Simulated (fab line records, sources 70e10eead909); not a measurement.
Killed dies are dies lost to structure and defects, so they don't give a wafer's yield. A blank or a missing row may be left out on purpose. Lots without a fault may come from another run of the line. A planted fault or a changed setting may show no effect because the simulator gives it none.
A struck lot beside a sound one | flow nand_harc | 14 steps out of a route of 1159
Sound: wafers L682.2, L682.3, L682.5. Struck: wafers L685.1, L685.2, L685.5. The cause comes at the end.
At each step with rows: each side's tool, then ch and its chambers, then its first start. Under that, the readings that differ: sound wafers | struck wafers | difference of the means | sigmas: that difference in standard deviations of wafers without a fault.
alike: readings whose means differ by less than 2 such deviations, and words and numbers that are the same on both sides. not compared: withheld readings, readings that some wafer has no value for, bounds like >300 that may hide the same value, and numbers for which the record gives no deviation and whose values overlap.
The two part at a step that has a row with sigmas, a row that says differs or no value, or rows on one side only. Numbers that don't overlap but have no deviation are shown without sigmas and don't part them. A reading that every wafer of one side lacks parts them only if that side has two wafers or more.

NHARC_P_GATE_INSPECT_28:
  sound on defect_inspect-01, day 6 21:01; struck on defect_inspect-02, day 7 10:08
  alike: raw_defect_count
NHARC_P_GATE_DESCUM_31: chemistry O2, time 3 s.
  sound on rie_diel-09 ch 0,1,3, day 6 21:04; struck on rie_diel-09 ch 1,2, day 7 10:12
  alike: chamber_pressure_mTorr, drypump_motor_current_A, oes_product_au, rf_vpp_V, showerhead_plenum_p_Torr, throttle_valve_pct
  not compared: rf_hours_counter_h
then, 1 step without rows for these wafers: NHARC_P_GATE_ETCH_104 (etches the open film in CF4/CHF3, target depth 60 nm).
NHARC_P_GATE_HM_OPEN_105: chemistry O2/COS, target depth 360 nm.
  sound on rie_diel-09 ch 0,2,3; struck on rie_diel-09 ch 0,2,3
  alike: chamber_pressure_mTorr, drypump_motor_current_A, oes_product_au, rf_vpp_V, showerhead_plenum_p_Torr, throttle_valve_pct
  not compared: rf_hours_counter_h
then, 1 step without rows for these wafers: NHARC_P_GATE_STRIP_106 (strips in O2/COS).
NHARC_P_GATE_ETCH_114: etches the open film in CF4/O2, target depth 30 nm, overetch 3 nm, time 16.5 s.
  sound on rie_diel-09 ch 1,3; struck on rie_diel-09 ch 0,1,2
  alike: chamber_pressure_mTorr, drypump_motor_current_A, oes_o_777_au, oes_product_au, rf_vpp_V, showerhead_plenum_p_Torr, throttle_valve_pct
  not compared: rf_hours_counter_h
NHARC_P_GATE_ETCH_32: etches the open film in HBr/Cl2, target depth 150 nm, time 100.1 s.
  sound on rie_si-04 ch 0,1, day 6 21:40; struck on rie_si-04 ch 1,3, day 7 10:47
  alike: chamber_pressure_mTorr, drypump_motor_current_A, he_backside_leak_sccm, oes_product_au, throttle_valve_pct
  not compared: rf_hours_counter_h
then, 1 step without rows for these wafers: NHARC_P_GATE_STRIP_108 (strips in O2).
NHARC_P_GATE_CD_MEAS_33:
  sound on cd_sem-02, day 6 22:01; struck on cd_sem-01, day 7 11:10
  alike: cd_nm
then, 3 steps without rows for these wafers: NHARC_P_GATE_STRIP_35 (strips in SPM, time 600 s); NHARC_P_GATE_PRECLEAN_73 (cleans in SC1); NHARC_P_GATE_SRD_74.
NHARC_P_GATE_ALD_36: deposits SiNx, target thk 20 nm, pulse time 60 s, ald cycles 223.
  sound on ald_sin-04 ch 0,2,3, day 6 22:28; struck on ald_sin-04 ch 0,1,3, day 7 13:42
  no value came back on the struck wafers for ald_cycles, heater_power_outer_w (W), heater_power_w (W), precursor_pulse_height_rel; on the sound wafers ald_cycles reads 223 223 223
NHARC_P_GATE_ETCHBACK_37: etches the open film in CHF3/O2, target depth 34.5 nm, time 17.2 s.
  sound on rie_diel-09 ch 0,1; struck on rie_diel-09 ch 1,2,3
  alike: chamber_pressure_mTorr, drypump_motor_current_A, oes_product_au, rf_vpp_V, showerhead_plenum_p_Torr, throttle_valve_pct
  not compared: rf_hours_counter_h

WHERE THEY PART
Only at NHARC_P_GATE_ALD_36, within this record. Later steps at which nothing parts them and some readings are alike: NHARC_P_GATE_ETCHBACK_37.

WHY: what the simulator had put in
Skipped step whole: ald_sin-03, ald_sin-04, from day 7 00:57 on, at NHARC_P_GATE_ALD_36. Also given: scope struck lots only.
